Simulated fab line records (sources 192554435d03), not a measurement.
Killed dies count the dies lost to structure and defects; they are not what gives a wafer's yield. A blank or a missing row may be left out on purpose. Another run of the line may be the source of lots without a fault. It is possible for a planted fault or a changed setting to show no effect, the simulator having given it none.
Which tool did it?	flow n5Finfet	at 1 step of a route of 1938, 12 lots with 36 wafers sampled

== WHAT THE GAUGES READ, wafer by wafer ==
N5_BEOL_M8_OVL_MEAS_29.
lot	measured	on	V7_OVL (nm)
L075	day 9 22:33	overlay-02	0.4 0.0 -0.9
L077	day 10 09:31	overlay-01	-1.1 -0.6 -0.7
L079	day 10 23:02	overlay-02	-0.9 -0.1 -0.4
L081	day 11 09:31	overlay-02	0.3 0.4 0.1
L082	day 11 18:28	overlay-01	-0.7 0.3 0.0
L086	day 12 10:26	overlay-01	-0.5 0.1 -0.7
L087	day 13 02:18	overlay-01	-1.0 -0.3 -0.3
L090	day 13 10:01	overlay-01	-0.5 0.3 -0.3
L092	day 13 23:07	overlay-01	-0.1 -0.5 -0.1
L093	day 14 09:27	overlay-02	-0.2 0.8 -0.7
L096	day 14 21:19	overlay-01	0.5 -0.2 0.5
L091	day 15 15:19	overlay-02	1.6 1.2 0.1

== WHAT TOOL EACH LOT RAN ON (gives the tool, then ch and the chambers of the sampled wafers, and finally the start) ==
The record shows no process step preceding these readings.

== THE ANSWER, worked out from the rows above alone ==
Rule: what is usual is taken from the lots themselves. The widest of any qualifying gaps counts: lots, ordered by their means at a reading, are off when they make up no more than a third of the lots, leave a main group of 4 or more, and stand apart from it by 3 or more times the standard deviation of that group's means. A main group whose means are all the same, to the digits that the tables above print for the reading, isn't used. A lot without any number at a reading at which 4 lots or more have one is off too. The other lots that the step has rows for count as sound.
No lot is off at any reading shown: from this, nothing can be told.

== WHAT THE SIMULATOR HAD PUT IN ==
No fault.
